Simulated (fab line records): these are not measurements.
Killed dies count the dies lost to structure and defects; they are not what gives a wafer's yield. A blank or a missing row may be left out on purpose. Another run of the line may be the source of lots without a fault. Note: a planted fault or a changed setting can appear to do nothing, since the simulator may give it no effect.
fab line records | flow nand_harc
[record] lots = 12 wafers = 36 last_day = 25
route steps=1159 shown P_GATE@146 END@1159
lots that met no fault: from a run of the same line without faults
start_h: hours from the record's first day to the start of the lot's first wafer shown | wait_h: hours from the lot's prior step to this one | " as in the row above | L1.1+2: one row covering several wafers at once | - no value present, or no start provided | * or withheld: withheld | < > ~ a bound
route shown NAME@n: NAME is a module with steps in the file, n the number in the route of the first one | usual: average and standard deviation across the fault-free wafers | same: alike in all rows | chamber/n: place in a boat | sites: each site's reading | _std_site: standard deviation of those values | _edge_site: outer sites' mean less inner sites' | radius_mm: how far each site lies from the wafer's centre | mask NAME#n: copy n | behind: the last tool/chamber to shape the wafer | hold: what put the lot on hold/how long, in hours/how the hold closed | device: names the non-switching transistor (n, p or np) | end of line: tests run on the same wafers once the route is complete | a step given without rows: its recipe and nothing more | killed: at the first sort, the dies lost to defects and structure; wafer yield is something else | map: per-die view of a wafer (x killed, . not killed, _ where there is no die)
set.NAME: the setting as run; set.NAME@STEP: as run at that earlier step | model.NAME: the simulator's own value behind a step, which no gauge read
one table for each step of the route and one row for each wafer, over a sample of lots
services: from which hour (start_h, from the record's first day; less than 0 if before it) a tool's chamber was out of use, for how many hours, and why
[[steps]]
[step NHARC_P_GATE_HM_OPEN_105]
[recipe] target_depth_a = 3600 o2_flow_sccm = 400 cos_flow_sccm = 20 ar_flow_sccm = 0 rf_w = 500 bias_w = 300 chemistry = O2/COS
[usual] drypump_motor_current_A = 5.6/0.44 oes_product_au = 1.002/0.013 rf_vpp_V = 466/3.6 showerhead_plenum_p_Torr = 3.08/0.16 throttle_valve_pct = 28.330/0.0093
// columns lot.wafer tool chamber start_h wait_h drypump_motor_current_A oes_product_au rf_hours_counter_h rf_vpp_V showerhead_plenum_p_Torr throttle_valve_pct
L734.3 rie_diel-13 3 - - 4.8 0.990 29 463 2.91 28.340
L734.6 " 1 " " 5.9 0.986 - 472 3.28 28.323
L734.5 " 2 " " 5.8 0.991 - 463 2.92 28.328
L733.4 rie_diel-01 0 - - 5.9 1.002 39 462 2.92 28.326
L733.3 " 1 " " 5.2 0.991 38 463 2.91 28.350
L733.6 " 3 " " 5.1 1.014 - 469 3.29 28.344
L738.1 rie_diel-13 1 - - 5.9 0.991 1 470 3.28 28.338
L738.5 " 3 " " 4.8 1.002 - 462 2.91 28.335
L738.6 " 0 " " 6.1 1.000 - 466 3.01 28.338
L740.3 rie_diel-01 3 - - 5.0 1.003 58 470 3.28 28.334
L740.1 " 0 " " 5.9 0.988 53 463 2.91 28.330
L740.6 " 3 " " 5.0 0.996 - 471 3.28 28.328
L741.3 rie_diel-01 3 - - 5.1 1.002 59 471 3.28 28.332
L741.1 " 2 " " 6.3 0.978 59 471 3.32 28.329
L741.6 " 0 " " 5.9 0.987 - 462 2.91 28.329
L745.3 rie_diel-03 1 - - 5.6 1.032 49 465 3.05 28.331
L745.1 " 0 " " 5.7 0.997 47 468 3.21 28.338
L745.5 " 2 " " 5.5 1.029 - 468 3.22 28.326
L751.4 rie_diel-01 3 - - 5.0 0.995 17 471 3.27 28.342
L751.5 " 1 " " 5.2 0.989 - 472 3.36 28.333
L751.6 " 2 " " 6.4 0.982 - 471 3.31 28.338
L753.3 rie_diel-03 2 - - 5.5 1.019 57 469 3.21 28.317
L753.1 " 3 " " 5.6 1.015 55 466 3.10 28.349
L753.2 " 1 " " 5.7 1.027 58 464 3.05 28.327
L752.3 rie_diel-03 1 - - 5.7 1.022 59 466 3.05 28.345
L752.4 " 2 " " 5.5 1.011 58 469 3.21 28.331
L752.5 " 1 " " 5.7 1.022 - 465 3.05 28.338
L754.2 rie_diel-13 1 - - 5.9 1.005 19 470 3.27 28.328
L754.4 " 2 " " 5.8 0.997 23 463 2.91 28.339
L754.6 " 2 " " 5.8 0.993 - 463 2.91 28.335
L755.2 rie_diel-13 0 - - 6.1 1.025 21 464 3.00 28.314
L755.3 " 1 " " 5.9 0.998 19 471 3.27 28.331
L755.4 " 3 " " 4.8 1.000 23 463 2.90 28.334
L756.3 rie_diel-03 3 - - 5.6 0.989 1 466 3.10 28.336
L756.2 " 0 " " 5.7 1.015 2 468 3.20 28.328
L756.6 " 3 " " 5.6 0.999 - 467 3.10 28.318
[step NHARC_P_GATE_STRIP_75]
[recipe] power_w = 1500 temp_c = 250 chemistry = O2
[usual] drypump_motor_current_A = 5.62/0.28 heater_power_w = 354/46
// columns lot.wafer tool chamber start_h wait_h drypump_motor_current_A heater_power_w rf_hours_counter_h
L734.3 plasma_asher-02 1 105.43 0.1 6.01 329 -
L734.6 " 0 " " 5.34 405 -
L734.5 " 1 " " 6.02 317 -
L733.3 plasma_asher-02 0 105.78 0.2 5.34 395 -
L733.4 " 1 " " 6.01 316 -
L733.6 " 0 " " 5.34 402 -
L738.1 plasma_asher-01 1 126.65 0.3 5.35 301 6
L738.5 " 1 " " 5.38 300 -
L738.6 " 0 " " 5.72 402 -
L740.1 plasma_asher-01 0 150.93 0.3 5.79 398 15
L740.3 " 1 " " 5.39 302 -
L740.6 " 1 " " 5.35 293 -
L741.1 plasma_asher-01 1 156.10 0.3 5.40 301 18
L741.3 " 1 " " 5.35 293 -
L741.6 " 1 " " 5.36 304 -
L745.1 plasma_asher-01 1 184.05 0.3 5.40 299 26
L745.3 " 1 " " 5.36 301 -
L745.5 " 0 " " 5.71 398 -
L751.4 plasma_asher-02 0 213.03 0.2 5.34 392 -
L751.5 " 0 " " 5.35 391 -
L751.6 " 1 " " 5.98 302 -
L753.1 plasma_asher-02 0 213.88 0.3 5.34 395 7
L753.2 " 1 " " 6.03 312 7
L753.3 " 0 " " 5.34 389 -
L752.4 plasma_asher-02 0 214.68 0.2 5.36 383 -
L752.3 " 1 " " 6.02 304 -
L752.5 " 0 " " 5.35 387 -
L754.2 plasma_asher-02 1 229.13 0.3 5.99 311 14
L754.4 " 1 " " 5.99 304 -
L754.6 " 1 " " 6.00 312 -
L755.2 plasma_asher-01 0 229.54 0.2 5.73 401 46
L755.3 " 1 " " 5.34 293 -
L755.4 " 0 " " 5.72 396 -
L756.2 plasma_asher-01 0 243.96 0.2 5.72 402 50
L756.3 " 1 " " 5.36 301 -
L756.6 " 0 " " 5.77 400 -
[step NHARC_P_GATE_EXPOSE_56]
[recipe] na = 0.6 target_cd_nm = 720 dose_mj = 14.81 mask_id = P_PSD
// columns lot.wafer tool chamber start_h wait_h mask
L734.3+5+6 krf_scanner-02 0 106.17 - P_PSD#0
L733.3+4+6 krf_scanner-02 0 106.42 - P_PSD#0
L738.1+5+6 krf_scanner-02 0 127.42 - P_PSD#0
L740.1+3+6 krf_scanner-02 0 151.72 - P_PSD#0
L741.1+3+6 krf_scanner-02 0 156.74 - P_NSD#0
L745.1+3+5 krf_scanner-02 0 184.82 - P_PSD#0
L751.4+5+6 krf_scanner-01 0 213.79 - P_PSD#0
L753.1+2+3 krf_scanner-02 0 214.65 - P_PSD#0
L752.3+4+5 krf_scanner-04 0 215.44 - P_PSD#0
L754.2+4+6 krf_scanner-01 0 229.90 - P_PSD#0
L755.2+3+4 krf_scanner-02 0 230.31 - P_PSD#0
L756.2+3+6 krf_scanner-04 0 244.72 - P_PSD#0
[step NHARC_P_GATE_CD_MEAS_59]
[recipe] target_cd_nm = 720 landing_energy_ev = 500
[usual] cd_nm = 718.6/1.6
// columns lot.wafer tool chamber start_h wait_h cd_nm
L734.3 cd_sem-03 0 106.33 - 716.6
L734.5 " 0 " " 716.7
L734.6 " 0 " " 715.8
L733.3 cd_sem-03 0 106.57 - 717.1
L733.4 " 0 " " 717.8
L733.6 " 0 " " 717.0
L738.1 cd_sem-02 0 127.58 - 719.6
L738.5 " 0 " " 719.6
L738.6 " 0 " " 718.3
L740.1 cd_sem-01 0 151.87 - 717.6
L740.3 " 0 " " 718.5
L740.6 " 0 " " 719.5
L741.1 cd_sem-03 0 156.90 - -
L741.3 " 0 " " -
L741.6 " 0 " " -
L745.1 cd_sem-01 0 184.98 - 719.6
L745.3 " 0 " " 719.5
L745.5 " 0 " " 719.6
L751.4 cd_sem-02 0 213.94 - 720.2
L751.5 " 0 " " 716.6
L751.6 " 0 " " 718.5
L753.1 cd_sem-02 0 214.80 - 717.8
L753.2 " 0 " " 718.4
L753.3 " 0 " " 717.6
L752.3 cd_sem-03 0 215.59 - 718.9
L752.4 " 0 " " 717.6
L752.5 " 0 " " 716.2
L754.2 cd_sem-03 0 230.06 - 718.6
L754.4 " 0 " " 720.7
L754.6 " 0 " " 717.7
L755.2 cd_sem-01 0 230.47 - 716.6
L755.3 " 0 " " 717.8
L755.4 " 0 " " 716.6
L756.2 cd_sem-03 0 244.87 - 718.7
L756.3 " 0 " " 721.5
L756.6 " 0 " " 721.3
[step NHARC_P_GATE_DESCUM_93]
[recipe] time_s = 3 o2_flow_sccm = 200 ar_flow_sccm = 0 bias_power_w = 0 chemistry = O2
[usual] drypump_motor_current_A = 5.6/0.47 oes_product_au = 0.999/0.012 rf_vpp_V = 57.8/0.95 showerhead_plenum_p_Torr = 1.91/0.12 throttle_valve_pct = 11.311/0.0099
// columns lot.wafer tool chamber start_h wait_h drypump_motor_current_A oes_product_au rf_hours_counter_h rf_vpp_V showerhead_plenum_p_Torr throttle_valve_pct
L734.3 rie_diel-03 0 108.88 - 5.7 0.993 21 57.7 1.98 11.319
L734.6 " 1 " " 5.6 1.023 - 57.1 1.88 11.315
L734.5 " 2 " " 5.5 1.018 - 58.9 1.98 11.293
L733.4 rie_diel-01 3 109.46 - 5.1 1.007 44 57.5 2.02 11.309
L733.3 " 0 " " 5.8 1.002 44 56.5 1.78 11.311
L733.6 " 2 " " 6.3 1.002 - 57.8 2.05 11.297
L738.1 rie_diel-13 2 129.38 - 5.8 0.999 4 56.9 1.78 11.321
L738.5 " 2 " " 5.8 0.983 - 59.3 1.78 11.337
L738.6 " 3 " " 4.8 1.001 - 58.2 1.78 11.320
L740.1 rie_diel-03 0 153.86 - 5.7 0.991 41 58.9 1.97 11.320
L740.3 " 1 " " 5.7 1.026 43 58.4 1.87 11.329
L740.6 " 0 " " 5.7 1.001 - 57.0 1.97 11.316
L741.1 rie_diel-03 3 158.78 - 5.6 1.010 39 58.0 1.91 11.310
L741.3 " 0 " " 5.7 0.992 43 57.3 1.97 11.303
L741.6 " 3 " " 5.5 1.009 - 58.2 1.91 11.319
L745.1 rie_diel-01 2 187.70 - 6.3 0.987 12 58.5 2.04 11.314
L745.3 " 3 " " 5.0 0.992 12 59.3 2.01 11.320
L745.5 " 2 " " 6.2 0.986 - 57.6 2.04 11.313
L751.4 rie_diel-01 0 215.81 - 5.8 0.998 22 57.8 1.77 11.313
L751.5 " 0 " " 5.8 0.992 - 55.7 1.77 11.308
L751.6 " 1 " " 5.2 0.982 - 59.0 2.07 11.300
L753.1 rie_diel-13 0 216.62 - 6.1 1.031 21 56.7 1.84 11.315
L753.2 " 1 " " 5.9 1.000 19 57.9 2.01 11.306
L753.3 " 2 " " 5.8 0.985 23 57.4 1.78 11.322
L752.3 rie_diel-13 1 217.45 - 5.9 0.990 19 59.4 2.01 11.307
L752.4 " 3 " " 4.8 1.006 23 55.7 1.77 11.293
L752.5 " 0 " " 6.1 1.024 - 58.6 1.84 11.303
L754.2 rie_diel-13 2 231.92 - 5.8 0.983 25 58.8 1.78 11.299
L754.4 " 0 " " 6.1 1.008 23 58.2 1.84 11.316
L754.6 " 3 " " 4.8 1.003 - 58.3 1.77 11.311
L755.2 rie_diel-01 1 232.37 - 5.2 0.982 29 56.9 2.07 11.309
L755.4 " 2 " " 6.3 0.993 28 57.3 2.03 11.308
L755.3 " 0 " " 5.8 1.003 29 57.8 1.77 11.307
L756.3 rie_diel-01 0 246.75 - 5.9 0.990 34 57.4 1.77 11.311
L756.2 " 1 " " 5.2 0.989 34 58.3 2.06 11.314
L756.6 " 0 " " 5.9 0.996 - 56.9 1.77 11.313
[step NHARC_END_SORT_01]
[recipe] temp_c = 25
[usual] killed_at_array = 27/10 killed_at_other = 0.6/0.96 killed_at_periphery = 3.4/2.7 killed_dies = 31/10 killed_open = 2.9/1.8 killed_short = 1.8/1.4
[same] gross_dies = 677
// columns lot.wafer tool chamber start_h wait_h hold killed_at_array killed_at_other killed_at_periphery killed_dies killed_open killed_short
L734.3 prober-02 0 458.76 3.1 - 22 2 0 24 2 4
L734.5 prober-02 0 460.34 3.7 - 30 1 5 36 3 0
L734.6 prober-02 0 461.13 3.9 - 22 1 4 27 2 2
L733.3 prober-01 0 458.94 3.1 - 14 1 5 20 1 0
L733.4 prober-01 0 459.74 3.4 - 14 0 6 20 2 3
L733.6 prober-01 0 461.35 4.0 - 15 0 4 19 4 1
L738.1 prober-01 0 465.11 2.5 - 10 1 5 16 2 1
L738.5 prober-01 0 468.33 3.7 - 17 0 11 28 3 1
L738.6 prober-01 0 469.14 4.0 - 15 1 4 20 3 4
L741.1 prober-01 0 492.79 2.5 await_dispo/2.6h/scrap 12 1 664 677 1 2
L741.3 prober-01 0 494.40 3.1 await_dispo/2.6h/scrap 14 0 663 677 1 5
L741.6 prober-01 0 496.82 4.0 await_dispo/2.6h/scrap 17 1 659 677 3 1
L740.1 prober-01 0 501.27 2.5 - 35 0 2 37 1 1
L740.3 prober-01 0 502.85 3.1 - 35 0 7 42 5 2
L740.6 prober-01 0 505.22 3.9 - 35 0 9 44 7 0
L745.1 prober-01 0 509.55 2.5 - 21 3 2 26 3 2
L745.3 prober-01 0 511.16 3.1 - 12 1 2 15 3 1
L745.5 prober-01 0 512.77 3.7 - 12 4 4 20 6 2
L753.1 prober-02 0 563.61 2.5 - 35 1 3 39 1 2
L753.2 prober-02 0 564.41 2.8 - 28 0 5 33 4 1
L753.3 prober-02 0 565.21 3.1 - 31 0 1 32 2 1
L751.4 prober-01 0 566.00 3.4 - 30 0 1 31 4 2
L751.5 prober-01 0 566.81 3.8 - 27 0 1 28 1 4
L751.6 prober-01 0 567.62 4.1 - 29 0 0 29 1 1
L752.3 prober-02 0 572.99 3.1 - 35 0 4 39 4 2
L752.4 prober-02 0 573.78 3.4 - 28 0 0 28 1 0
L752.5 prober-02 0 574.58 3.7 - 37 1 2 40 1 4
L754.2 prober-01 0 576.45 2.8 - 33 0 4 37 3 2
L754.4 prober-01 0 578.05 3.4 - 47 0 2 49 2 1
L754.6 prober-01 0 579.64 4.0 - 39 1 7 47 3 2
L755.2 prober-02 0 579.92 2.8 - 30 0 6 36 3 2
L755.3 prober-02 0 580.71 3.1 - 30 1 6 37 5 1
L755.4 prober-02 0 581.50 3.4 - 35 1 4 40 3 0
L756.2 prober-02 0 593.26 2.8 - 36 1 8 45 3 3
L756.3 prober-02 0 594.05 3.1 - 20 4 10 34 3 1
L756.6 prober-02 0 596.44 4.0 - 29 2 8 39 3 2
// killed by level:class
L734.3 A_CHANNEL_HOLE_D1:chamber_film_flake=9 A_SLIT:chamber_film_flake=5 A_STAIRCASE:chamber_film_flake=2 A_SOURCE_PLATE:geometric_particle:short=1 A_ONON_D1:geometric_particle:short=1 A_SGD_CUT:geometric_particle:short=1 A_WL_FILL:geometric_particle:short=1 A_CONTACT:geometric_particle:open=1
L733.3 A_CONTACT:chamber_film_flake=7 A_WL_FILL:chamber_film_flake=3 P_M0:chamber_film_flake=2 P_M0:geometric_particle:open=1 P_STI:chamber_film_flake=1 P_GATE:chamber_film_flake=1 A_CHANNEL_HOLE_D1:chamber_film_flake=1 A_CHANNEL_FILL_D1:chamber_film_flake=1
L733.4 A_CONTACT:chamber_film_flake=5 P_GATE:chamber_film_flake=3 P_M0:geometric_particle:open=1 A_SOURCE_PLATE:geometric_particle:short=1 A_CHANNEL_FILL_D1:geometric_particle:open=1 A_CHANNEL_FILL_D1:geometric_particle:short=1 A_CONTACT:geometric_particle:short=1 P_STI:chamber_film_flake=1
L734.5 A_SLIT:chamber_film_flake=9 A_CHANNEL_HOLE_D1:chamber_film_flake=8 A_CHANNEL_FILL_D1:chamber_film_flake=4 P_ZERO_WELL:chamber_film_flake=2 A_ZERO_WELL:chamber_film_flake=2 A_STAIRCASE:chamber_film_flake=2 A_WL_FILL:chamber_film_flake=2 A_CONTACT:chamber_film_flake=2
L734.6 A_SLIT:chamber_film_flake=7 A_CHANNEL_HOLE_D1:chamber_film_flake=6 A_STAIRCASE:chamber_film_flake=4 A_CHANNEL_FILL_D1:geometric_particle:short=2 P_GATE:chamber_film_flake=2 P_GATE:geometric_particle:open=1 P_CONTACT:geometric_particle:open=1 A_CHANNEL_FILL_D1:chamber_film_flake=1
L733.6 A_CHANNEL_HOLE_D1:chamber_film_flake=4 A_STAIRCASE:chamber_film_flake=4 A_CHANNEL_FILL_D1:geometric_particle:open=2 P_STI:chamber_film_flake=2 A_CONTACT:chamber_film_flake=2 P_CONTACT:geometric_particle:short=1 P_M0:geometric_particle:open=1 A_M0:geometric_particle:open=1
L738.1 A_CHANNEL_HOLE_D1:chamber_film_flake=6 P_CONTACT:chamber_film_flake=3 A_CONTACT:chamber_film_flake=2 P_M0:geometric_particle:short=1 A_CHANNEL_FILL_D1:geometric_particle:open=1 A_STAIRCASE:geometric_particle:open=1 P_ZERO_WELL:chamber_film_flake=1 THIN_TSV:chamber_film_flake=1
L738.5 P_CONTACT:chamber_film_flake=7 A_CHANNEL_HOLE_D1:chamber_film_flake=5 P_ZERO_WELL:chamber_film_flake=3 A_STAIRCASE:chamber_film_flake=3 A_CONTACT:chamber_film_flake=3 A_CONTACT:geometric_particle:open=2 A_SOURCE_PLATE:geometric_particle:short=1 A_ONON_D1:geometric_particle:open=1
L738.6 A_CHANNEL_HOLE_D1:chamber_film_flake=5 P_CONTACT:chamber_film_flake=3 P_M0:geometric_particle:open=1 A_SOURCE_PLATE:geometric_particle:short=1 A_ONON_D1:geometric_particle:short=1 A_CHANNEL_FILL_D1:geometric_particle:short=1 A_CHANNEL_FILL_D1:geometric_particle:open=1 A_WL_FILL:geometric_particle:short=1
L741.1 P_GATE:area_expose=656 A_CHANNEL_HOLE_D1:chamber_film_flake=5 P_ZERO_WELL:chamber_film_flake=4 A_STAIRCASE:chamber_film_flake=3 P_M1:chamber_film_flake=2 A_CONTACT:chamber_film_flake=2 A_ONON_D1:geometric_particle:open=1 A_CONTACT:geometric_particle:short=1
L741.3 P_GATE:area_expose=651 P_ZERO_WELL:chamber_film_flake=7 P_M1:chamber_film_flake=3 A_CHANNEL_HOLE_D1:chamber_film_flake=3 A_SGD_CUT:geometric_particle:short=2 A_SLIT:chamber_film_flake=2 P_CONTACT:geometric_particle:short=1 A_CHANNEL_FILL_D1:geometric_particle:short=1
L741.6 P_GATE:area_expose=647 P_GATE:chamber_film_flake=4 A_STAIRCASE:chamber_film_flake=4 A_SLIT:chamber_film_flake=4 P_ZERO_WELL:chamber_film_flake=3 P_M1:chamber_film_flake=3 A_CONTACT:geometric_particle:open=2 A_CHANNEL_HOLE_D1:chamber_film_flake=2
L740.1 A_SLIT:chamber_film_flake=18 A_CHANNEL_HOLE_D1:chamber_film_flake=6 A_STAIRCASE:chamber_film_flake=6 A_CONTACT:chamber_film_flake=3 A_WL_FILL:geometric_particle:short=1 A_CONTACT:geometric_particle:open=1 P_ZERO_WELL:chamber_film_flake=1 P_GATE:chamber_film_flake=1
L740.3 A_SLIT:chamber_film_flake=10 A_CHANNEL_HOLE_D1:chamber_film_flake=9 A_STAIRCASE:chamber_film_flake=6 A_CONTACT:chamber_film_flake=4 P_GATE:chamber_film_flake=3 P_M1:geometric_particle:open=1 P_M2:geometric_particle:short=1 A_ONON_D1:geometric_particle:open=1
L740.6 A_CHANNEL_HOLE_D1:chamber_film_flake=16 A_SLIT:chamber_film_flake=9 A_STAIRCASE:chamber_film_flake=7 P_CONTACT:geometric_particle:open=2 P_M0:geometric_particle:open=2 P_GATE:chamber_film_flake=2 P_STI:geometric_particle:open=1 P_M2:geometric_particle:open=1
L745.1 A_CHANNEL_HOLE_D1:chamber_film_flake=7 A_ZERO_WELL:chamber_film_flake=4 A_STAIRCASE:chamber_film_flake=3 THIN_TSV:chamber_film_flake=3 A_WL_FILL:chamber_film_flake=2 A_ONON_D1:geometric_particle:short=1 A_CHANNEL_FILL_D1:geometric_particle:open=1 A_WL_FILL:geometric_particle:open=1
L745.3 A_CHANNEL_HOLE_D1:chamber_film_flake=6 A_ONON_D1:geometric_particle:open=2 A_STAIRCASE:chamber_film_flake=2 P_CONTACT:geometric_particle:open=1 A_CHANNEL_FILL_D1:geometric_particle:short=1 P_STI:chamber_film_flake=1 A_CONTACT:chamber_film_flake=1 THIN_TSV:chamber_film_flake=1
L745.5 A_STAIRCASE:chamber_film_flake=4 THIN_TSV:chamber_film_flake=4 P_CONTACT:geometric_particle:open=3 P_M0:geometric_particle:open=1 A_CHANNEL_FILL_D1:geometric_particle:open=1 A_WL_FILL:geometric_particle:short=1 A_CONTACT:geometric_particle:short=1 A_BLC:geometric_particle:open=1
L753.1 A_SLIT:chamber_film_flake=23 A_STAIRCASE:chamber_film_flake=6 P_GATE:chamber_film_flake=2 A_CHANNEL_HOLE_D1:chamber_film_flake=2 A_SGD_CUT:chamber_film_flake=2 P_M0:geometric_particle:open=1 A_SOURCE_PLATE:geometric_particle:short=1 A_WL_FILL:geometric_particle:short=1
L753.2 A_SLIT:chamber_film_flake=15 A_CHANNEL_HOLE_D1:chamber_film_flake=7 A_STAIRCASE:chamber_film_flake=2 P_STI:geometric_particle:open=1 P_GATE:geometric_particle:open=1 P_M0:geometric_particle:short=1 A_ONON_D1:geometric_particle:open=1 A_M0:geometric_particle:open=1
L753.3 A_SLIT:chamber_film_flake=22 A_M1:chamber_film_flake=2 P_M1:geometric_particle:open=1 A_CHANNEL_HOLE_D1:geometric_particle:short=1 A_M1:geometric_particle:open=1 A_CHANNEL_HOLE_D1:chamber_film_flake=1 A_STAIRCASE:chamber_film_flake=1 A_SGD_CUT:chamber_film_flake=1
L751.4 A_CHANNEL_HOLE_D1:chamber_film_flake=18 A_M1:chamber_film_flake=2 P_M1:geometric_particle:open=1 A_SOURCE_PLATE:geometric_particle:short=1 A_CHANNEL_FILL_D1:geometric_particle:open=1 A_CONTACT:geometric_particle:short=1 A_CONTACT:geometric_particle:open=1 A_M1:geometric_particle:open=1
L751.5 A_CHANNEL_HOLE_D1:chamber_film_flake=16 A_WL_FILL:geometric_particle:short=2 A_CONTACT:chamber_film_flake=2 A_M1:chamber_film_flake=2 A_ONON_D1:geometric_particle:short=1 A_SLIT:geometric_particle:short=1 A_M1:geometric_particle:open=1 P_M1:chamber_film_flake=1
L751.6 A_CHANNEL_HOLE_D1:chamber_film_flake=18 A_CONTACT:chamber_film_flake=5 A_WL_FILL:chamber_film_flake=4 A_WL_FILL:geometric_particle:short=1 A_M1:geometric_particle:open=1
L752.3 A_CHANNEL_HOLE_D1:chamber_film_flake=21 A_SGD_CUT:chamber_film_flake=4 A_CONTACT:chamber_film_flake=3 P_CONTACT:geometric_particle:open=2 A_WL_FILL:chamber_film_flake=2 P_M0:geometric_particle:short=1 A_ONON_D1:geometric_particle:open=1 A_SGD_CUT:geometric_particle:short=1
L752.4 A_CHANNEL_HOLE_D1:chamber_film_flake=16 A_CONTACT:chamber_film_flake=4 A_SGD_CUT:chamber_film_flake=3 A_SLIT:chamber_film_flake=2 A_WL_FILL:chamber_film_flake=2 A_CHANNEL_HOLE_D1:geometric_particle:open=1
L752.5 A_CHANNEL_HOLE_D1:chamber_film_flake=22 A_CONTACT:chamber_film_flake=6 A_WL_FILL:chamber_film_flake=4 A_SGD_CUT:chamber_film_flake=2 P_CONTACT:geometric_particle:open=1 P_M0:geometric_particle:short=1 A_CHANNEL_FILL_D1:geometric_particle:short=1 A_CONTACT:geometric_particle:short=1
L754.2 A_SLIT:chamber_film_flake=16 A_CHANNEL_HOLE_D1:chamber_film_flake=6 A_CONTACT:chamber_film_flake=4 A_WL_FILL:chamber_film_flake=3 A_CONTACT:geometric_particle:open=2 P_STI:chamber_film_flake=2 P_CONTACT:geometric_particle:short=1 P_M0:geometric_particle:open=1
L754.4 A_SLIT:chamber_film_flake=19 A_CHANNEL_HOLE_D1:chamber_film_flake=10 A_CONTACT:chamber_film_flake=8 A_STAIRCASE:chamber_film_flake=2 A_WL_FILL:chamber_film_flake=2 A_ONON_D1:geometric_particle:short=1 A_SGD_CUT:geometric_particle:open=1 A_CONTACT:geometric_particle:open=1
L754.6 A_SLIT:chamber_film_flake=22 A_CHANNEL_HOLE_D1:chamber_film_flake=8 A_STAIRCASE:chamber_film_flake=3 P_STI:chamber_film_flake=2 P_BONDPAD:chamber_film_flake=2 P_GATE:geometric_particle:open=1 A_SOURCE_PLATE:geometric_particle:open=1 A_SOURCE_PLATE:geometric_particle:short=1
L755.2 A_CHANNEL_HOLE_D1:chamber_film_flake=19 P_BONDPAD:chamber_film_flake=4 A_CONTACT:chamber_film_flake=4 P_ZERO_WELL:chamber_film_flake=2 A_ONON_D1:geometric_particle:open=1 A_CHANNEL_FILL_D1:geometric_particle:open=1 A_CHANNEL_FILL_D1:geometric_particle:short=1 A_WL_FILL:geometric_particle:short=1
L755.3 A_CHANNEL_HOLE_D1:chamber_film_flake=15 A_CONTACT:chamber_film_flake=8 A_CHANNEL_FILL_D1:geometric_particle:open=2 P_M0:chamber_film_flake=2 P_BONDPAD:chamber_film_flake=2 P_CONTACT:geometric_particle:short=1 A_CONTACT:geometric_particle:open=1 A_M0:geometric_particle:open=1
L755.4 A_CHANNEL_HOLE_D1:chamber_film_flake=24 A_CONTACT:chamber_film_flake=7 P_CONTACT:geometric_particle:open=2 A_SLIT:chamber_film_flake=2 A_CONTACT:geometric_particle:open=1 P_M0:chamber_film_flake=1 P_BONDPAD:chamber_film_flake=1 A_BONDPAD:chamber_film_flake=1
L756.2 A_SLIT:chamber_film_flake=22 P_CONTACT:chamber_film_flake=7 A_CONTACT:chamber_film_flake=3 A_M0:chamber_film_flake=3 P_M0:geometric_particle:short=1 A_CHANNEL_HOLE_D1:geometric_particle:short=1 A_CHANNEL_FILL_D1:geometric_particle:short=1 A_CHANNEL_FILL_D1:geometric_particle:open=1
L756.3 A_SLIT:chamber_film_flake=15 P_CONTACT:chamber_film_flake=6 THIN_TSV:chamber_film_flake=3 P_CONTACT:geometric_particle:open=1 P_M0:geometric_particle:open=1 A_M0:geometric_particle:open=1 STARTING-WAFER:geometric_particle:short=1 P_GATE:chamber_film_flake=1
L756.6 A_SLIT:chamber_film_flake=17 A_CONTACT:chamber_film_flake=4 P_CONTACT:chamber_film_flake=3 A_M0:chamber_film_flake=3 THIN_TSV:chamber_film_flake=2 P_ZERO_WELL:geometric_particle:short=1 P_CONTACT:geometric_particle:open=1 P_M0:geometric_particle:open=1
[[services]]
// columns tool chamber start_h hours kind
rie_diel-01 0 77.04 - clean
rie_diel-01 1 77.04 - clean
rie_diel-01 2 77.04 - clean
rie_diel-01 3 77.04 - clean
krf_scanner-01 - 84.00 4.0 pm
rie_diel-03 3 95.70 5.2 repair
rie_diel-13 - 99.01 9.0 pm
plasma_asher-01 - 99.89 9.0 pm
rie_diel-01 0 101.70 - clean
krf_scanner-04 - 112.77 4.9 repair
rie_diel-03 3 114.22 4.6 repair
rie_diel-13 1 114.66 9.2 repair
rie_diel-01 0 125.14 5.7 repair
krf_scanner-04 - 126.00 4.0 pm
rie_diel-01 - 146.45 9.0 pm
plasma_asher-02 - 149.18 6.1 repair
krf_scanner-02 - 170.53 0.7 repair
plasma_asher-02 - 183.45 9.0 pm
rie_diel-13 - 187.65 0.8 repair
krf_scanner-01 - 202.15 1.7 repair
krf_scanner-02 - 210.00 4.0 pm
rie_diel-03 - 215.35 9.0 pm
rie_diel-01 3 215.88 9.7 repair
plasma_asher-01 - 215.93 5.4 repair
[[key]]
[first_sign] step = NHARC_P_GATE_EXPOSE_56 reading = mask direction = changed
[effect] step = NHARC_P_GATE_CD_MEAS_59 reading = cd_nm direction = missing
[effect] step = NHARC_END_SORT_01 reading = killed_at_periphery direction = up sigmas = 99+ usual = 3.4 struck = 662
[more_kills_born_at] NHARC_P_GATE_EXPOSE_56@krf_scanner-02 = 1954
met_at NHARC_P_GATE_EXPOSE_56
struck_lots L741
later_rows_left_out L741.1,L741.3,L741.6
tester_left_out L741
not_acting_at NHARC_P_GATE_HM_OPEN_105,NHARC_P_GATE_STRIP_75,NHARC_P_GATE_DESCUM_93
onset_between 151.72 156.74
[fault] kind = wrong_mask tool = any chamber = - onset_h = 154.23 steps = NHARC_P_GATE_EXPOSE_56 aux_copy = P_NSD#0 scope = struck_lots_only
// tester_left_out: of these lots the tester's yield and bins aren't shown, on N5 and GAA mostly nor the transistor test; their killed dies are dies lost to structure and defects alone, not to doping, threshold or leakage, so they don't give the yield
// later_rows_left_out: the simulator's readings of these wafers behind a module that went badly wrong aren't trusted and aren't shown, but for the sort
